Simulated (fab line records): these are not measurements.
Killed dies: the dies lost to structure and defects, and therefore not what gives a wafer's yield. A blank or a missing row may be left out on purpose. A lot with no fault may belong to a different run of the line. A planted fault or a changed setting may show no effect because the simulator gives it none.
Which tool is to blame? | flow nand-harc | 36 wafers from 12 lots sampled at 5 of the route's 1159 steps

== WHAT THE GAUGES READ, wafer by wafer ==
NHARC_THIN_TSV_CD_MEAS_12: target cd 1000 nm. Usual: cd-nm at 999.4 nm, with a standard deviation of 1.7.
lot  | measured     | on        | cd-nm (nm)           | flag
L766 | day 19 17:01 | cd-sem-02 | 1000.2 1000.5 999.5  |
L767 | day 19 15:29 | cd-sem-01 | 998.4 997.8 997.2    |
L771 | day 19 19:05 | cd-sem-02 | 997.2 998.4 997.6    |
L773 | day 19 21:29 | cd-sem-02 | 996.7 997.3 996.3    |
L769 | day 19 20:25 | cd-sem-01 | 1001.0 1000.4 1005.0 |
L774 | day 20 22:47 | cd-sem-02 | 1000.9 999.2 1001.6  |
L778 | day 21 04:07 | cd-sem-02 | 1000.0 999.1 1001.5  |
L777 | day 21 10:56 | cd-sem-02 | 996.9 1001.9 998.6   |
L784 | day 23 14:40 | cd-sem-03 | 999.8 1000.9 997.7   |
L785 | day 23 13:27 | cd-sem-01 | 1001.4 1001.1 999.4  |
L783 | day 23 15:47 | cd-sem-02 | 996.1 997.8 996.8    |
L788 | day 24 08:44 | cd-sem-02 | 1000.7 1001.0 997.4  |

NHARC_END_SORT_01. Usual: defect-limited-yield 95.2 %, standard deviation 1.6; killed-at-array 29, standard deviation 10; killed-at-other 0.7, standard deviation 1.1; killed-at-periphery 3.2, standard deviation 2.2; killed-dies 33, standard deviation 11; killed-open 3.5, standard deviation 1.8; killed-short 2.0, standard deviation 1.4; sort_bin_2_pct 1.5 %, standard deviation 0.61; sort_bin_3_pct 0.29 %, standard deviation 0.22; sort_bin_4_pct 3.1 %, standard deviation 1.1; sort-n-pass 644, standard deviation 11; sort-rim-yield-pct 95 %, standard deviation 3.3; sort-yield-pct 95.2 %, standard deviation 1.6.
lot  | measured     | on        | defect-limited-yield (%) | killed-at-array | killed-at-other | killed-at-periphery | killed-dies | killed-open | killed-short | sort_bin_2_pct (%) | sort_bin_3_pct (%) | sort_bin_4_pct (%) | sort-n-pass | sort-rim-yield-pct (%) | sort-yield-pct (%) | flag
L784 | day 24 09:04 | prober-02 | 89.4 85.4 87.3           | 69 97 83        | 0 0 0           | 3 2 3               | 72 99 86    | 2 5 3       | 3 1 2        | 3.7 4.4 4.9        | 1.92 2.81 2.51     | 5.0 7.4 5.3        | 605 578 591 | 79 81 86               | 89.4 85.4 87.3     | OFF
L783 | day 24 06:42 | prober-01 | 90.7 93.1 89.5           | 61 45 69        | 0 0 1           | 2 2 1               | 63 47 71    | 6 2 2       | 5 1 1        | 4.3 2.8 6.4        | 1.18 1.92 1.03     | 3.8 2.2 3.1        | 614 630 606 | 84 89 87               | 90.7 93.1 89.5     | OFF

== WHAT TOOL EACH LOT RAN ON (gives the tool, then ch and the chambers of the sampled wafers, and finally the start) ==
lot  | NHARC_A_BONDPAD_ETCH_34            | NHARC_THIN_TSV_ETCH_15           | NHARC_THIN_TSV_CMP_21
L766 | rie-diel-13 ch 0,1,3, day 18 03:52 | rie-si-03 ch 0,2,3, day 19 17:50 | cmp-04 ch 0,1,3, day 19 21:29
L767 | rie-diel-11 ch 0,2,3, day 18 11:04 | rie-si-04 ch 0,1,3, day 19 16:19 | cmp-02 ch 1,2,3, day 19 20:17
L771 | rie-diel-11 ch 0,1, day 18 15:49   | rie-si-03 ch 0,2,3, day 19 20:04 | cmp-01 ch 0,1,3, day 19 23:52
L773 | rie-diel-11 ch 0,2,3, day 19 02:29 | rie-si-06 ch 0,1,2, day 19 22:20 | cmp-01 ch 1,2,3, day 20 02:33
L769 | rie-diel-11 ch 0,3, day 19 03:44   | rie-si-06 ch 0,2,3, day 19 21:17 | cmp-04 ch 1,2,3, day 20 01:05
L774 | rie-diel-13 ch 1,3, day 20 07:08   | rie-si-04 ch 1,2, day 20 23:37   | cmp-01 ch 0,1,2, day 21 03:11
L778 | rie-diel-11 ch 0,1,2, day 20 12:34 | rie-si-06 ch 2,3, day 21 04:56   | cmp-02 ch 0,2,3, day 21 08:36
L777 | rie-diel-13 ch 1,2,3, day 20 17:23 | rie-si-04 ch 0,1,3, day 21 11:46 | cmp-02 ch 1,3, day 21 15:23
L784 | rie-diel-11 ch 2,3, day 22 21:26   | rie-si-04 ch 0,2,3, day 23 15:31 | cmp-01 ch 2,3, day 23 19:52
L785 | rie-diel-01 ch 1,3, day 22 21:35   | rie-si-03 ch 1,2,3, day 23 14:24 | cmp-04 ch 0,1,3, day 23 19:42
L783 | rie-diel-11 ch 1,2,3, day 22 22:48 | rie-si-03 ch 0,1,2, day 23 16:37 | cmp-04 ch 0,1,3, day 23 20:18
L788 | rie-diel-13 ch 2,3, day 23 16:55   | rie-si-03 ch 1,3, day 24 09:33   | cmp-04 ch 0,2, day 24 13:10
- NHARC_A_BONDPAD_ETCH_34: etches the open film in N2/H2, target depth 60 nm, overetch 18 nm, time 65.91 s.
- NHARC_THIN_TSV_ETCH_15: target depth 3000 nm, bosch target overetch cycles 2, bosch etch step 2.8 s.
- NHARC_THIN_TSV_CMP_21: polishes, t overpolish 30 s, target thk 2000 nm.

== AS READ BY THE TOOLS THEMSELVES (means over the sampled wafers that have a number; for cases with no such wafer, the mark the record gives instead) ==
NHARC_A_BONDPAD_ETCH_34. Usual: chamber-pressure-mTorr 30.001 mTorr, standard deviation 0.029; drypump-motor-current-A 5.7 A, standard deviation 0.39; oes-product-au 1.002 a.u., standard deviation 0.01; rf-vpp-V 430 V, standard deviation 3.3; showerhead-plenum-p-Torr 2.01 Torr, standard deviation 0.11; throttle-valve-pct 14.171 %, standard deviation 0.01.
lot  | tool        | chamber-pressure-mTorr (mTorr) | drypump-motor-current-A (A) | oes-product-au (a.u.) | rf-vpp-V (V) | showerhead-plenum-p-Torr (Torr) | throttle-valve-pct (%) | flag
L766 | rie-diel-13 | 30.018                         | 5.6                         | 1.002                 | 429          | 1.99                            | 14.171                 |
L767 | rie-diel-11 | 30.013                         | 5.8                         | 1.000                 | 430          | 2.01                            | 14.177                 |
L771 | rie-diel-11 | 30.006                         | 5.5                         | 1.000                 | 429          | 2.01                            | 14.175                 |
L773 | rie-diel-11 | 30.018                         | 5.8                         | 1.001                 | 430          | 2.01                            | 14.169                 |
L769 | rie-diel-11 | 29.987                         | 5.8                         | 0.992                 | 429          | 2.00                            | 14.169                 |
L774 | rie-diel-13 | 30.005                         | 5.8                         | 0.988                 | 431          | 2.04                            | 14.172                 |
L778 | rie-diel-11 | 29.987                         | 5.6                         | 0.999                 | 428          | 1.96                            | 14.163                 |
L777 | rie-diel-13 | 29.977                         | 5.8                         | 0.992                 | 429          | 1.99                            | 14.170                 |
L784 | rie-diel-11 | 30.019                         | 5.9                         | 0.998                 | 433          | 2.10                            | 14.168                 |
L785 | rie-diel-01 | 30.033                         | 5.3                         | 0.999                 | 428          | 1.95                            | 14.168                 |
L783 | rie-diel-11 | 30.026                         | 5.7                         | 1.007                 | 431          | 2.05                            | 14.172                 |
L788 | rie-diel-13 | 30.008                         | 6.0                         | 1.000                 | 429          | 1.99                            | 14.168                 |

NHARC_THIN_TSV_ETCH_15. Usual: drypump-motor-current-A at 5.8 A, with a standard deviation of 0.54.
lot  | tool      | drypump-motor-current-A (A) | flag
L766 | rie-si-03 | 6.3                         |
L767 | rie-si-04 | 5.4                         |
L771 | rie-si-03 | 6.3                         |
L773 | rie-si-06 | 5.6                         |
L769 | rie-si-06 | 5.9                         |
L774 | rie-si-04 | 5.9                         |
L778 | rie-si-06 | 5.8                         |
L777 | rie-si-04 | 5.4                         |
L784 | rie-si-04 | 5.7                         |
L785 | rie-si-03 | 5.9                         |
L783 | rie-si-03 | 5.8                         |
L788 | rie-si-03 | 5.9                         |

NHARC_THIN_TSV_CMP_21. Usual: motor-current-A 12.3 A, standard deviation 1.2; overpolish-run-s 30.000 s, standard deviation 0.0082.
lot  | tool   | motor-current-A (A) | overpolish-run-s (s) | flag
L766 | cmp-04 | 12.3                | 30.002               |
L767 | cmp-02 | 12.0                | 29.991               |
L771 | cmp-01 | 13.1                | 30.003               |
L773 | cmp-01 | 12.3                | 30.001               |
L769 | cmp-04 | 11.7                | 30.000               |
L774 | cmp-01 | 13.0                | 29.995               |
L778 | cmp-02 | 11.9                | 30.002               |
L777 | cmp-02 | 13.7                | 29.993               |
L784 | cmp-01 | 13.3                | 30.001               |
L785 | cmp-04 | 11.8                | 30.001               |
L783 | cmp-04 | 12.2                | 30.004               |
L788 | cmp-04 | 12.6                | 30.005               |

== THE ANSWER, worked out from the rows above alone ==
Rule: a lot counts as off when the mean over its wafers that have a number is more than 3 standard deviations away from the usual mean. A lot without any number at a reading at which 4 lots or more have one is off too. The other lots that the step has rows for count as sound. Order of review: gauges by route order, followed by the tools' own readings, for which a lot's mean as printed above is used. At the first step where some lot is off, the reading lying furthest off is the one used; lots without a number count as furthest.
Off: L784, L783, at NHARC_END_SORT_01 (sort_bin_3_pct). Neither off nor sound, because the step has no rows for them: L766, L767, L771, L773, L769, L774, L778, L777, L785, L788.
A tool fits if, at a process step before that reading, it ran every lot that is off, and no sound lot after the first of them. Gauges at NHARC_END_SORT_01: tried the same way as those tools. One candidate fits, namely rie-diel-11 at NHARC_A_BONDPAD_ETCH_34. It ran no sound lot before its first lot that is off in this sample, so the start can't be narrowed down.

== WHAT THE SIMULATOR HAD INSERTED ==
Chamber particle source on rie-diel-11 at NHARC_A_BONDPAD_ETCH_34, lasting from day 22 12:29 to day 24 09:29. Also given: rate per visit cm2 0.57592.
Struck lots among those shown: L784, L783. The rule above reached the same finding.
